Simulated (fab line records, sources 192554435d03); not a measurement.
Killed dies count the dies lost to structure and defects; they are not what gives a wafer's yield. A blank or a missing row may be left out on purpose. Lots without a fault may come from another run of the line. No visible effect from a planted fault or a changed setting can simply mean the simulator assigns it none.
Chamber matching    flow n5-finfet    N5_BEOL_M9_CMP_52 on cmp-02: 4 sister chambers
The step polishes, stops on SiCOH lowk, t overpolish 7 s, target thk 140 nm. 16 wafers are shown with their chamber, then 8 later ones without.

WAFERS WITH THEIR CHAMBER
wafer   chamber  time-to-endpoint-s (s)  barrier-field-endpoint-s (s)  motor-current-A (A)
L074.3  0        58                      27.8                          6.8
L074.4  1        66                      29.0                          7.0
L074.5  0        57                      28.3                          6.7
L075.2  1        69                      28.2                          6.8
L075.3  2        67                      29.5                          6.9
L075.5  1        72                      30.1                          6.6
L077.1  1        68                      28.6                          6.9
L077.4  3        60                      27.7                          6.2
L077.5  3        61                      27.7                          6.2
L079.1  3        62                      29.0                          6.8
L079.2  2        66                      29.1                          6.5
L079.3  1        64                      29.1                          6.7
L080.2  0        62                      27.4                          6.5
L080.5  3        67                      28.7                          6.3
L080.6  0        62                      27.6                          6.8
L082.2  1        70                      29.0                          6.9

SIGNATURES, as means of the wafers listed above
reading                   chamber 0  chamber 1  chamber 2  chamber 3  scatter within a chamber
time-to-endpoint-s        59.75      68.17      66.50      62.50      2.76
barrier-field-endpoint-s  27.775     29.000     29.300     28.275     0.571
motor-current-A           6.700      6.817      6.700      6.375      0.203
Rule: a wafer's distance from a chamber is the root of the sum, over the readings, of the square of ((its reading less the chamber's mean) divided by the reading's scatter). If the next closest chamber is less than 2 further off than the closest, the wafer can't be placed; otherwise it belongs to the closest. The scatter: take each reading less its chamber's mean, square it, sum over the shown wafers, divide by the number of wafers less the number of chambers, and take the root.

WAFERS MISSING THEIR CHAMBER
wafer   time-to-endpoint-s (s)  barrier-field-endpoint-s (s)  motor-current-A (A)
L082.3  65                      29.0                          6.4
L082.5  73                      30.8                          7.0
L091.1  72                      29.9                          6.6
L091.5  65                      28.9                          6.0
L091.6  69                      29.8                          7.0
L095.1  59                      28.5                          6.8
L095.3  68                      29.1                          7.1
L095.4  67                      29.7                          6.5

CHAMBER TAKEN BY EACH
wafer   from the rows above                in truth
L082.3  can't be placed: 3 or 2 or 1 or 0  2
L082.5  can't be placed: 1 or 2            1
L091.1  can't be placed: 2 or 1            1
L091.5  can't be placed: 3 or 2 or 1       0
L091.6  can't be placed: 1 or 2            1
L095.1  can't be placed: 0 or 3 or 2       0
L095.3  can't be placed: 1 or 2            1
L095.4  can't be placed: 2 or 1 or 3       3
0 of 8 placed correctly. Can't be placed from these rows: 8 (the true chamber is among the candidates in 7). 0 placed wrongly.
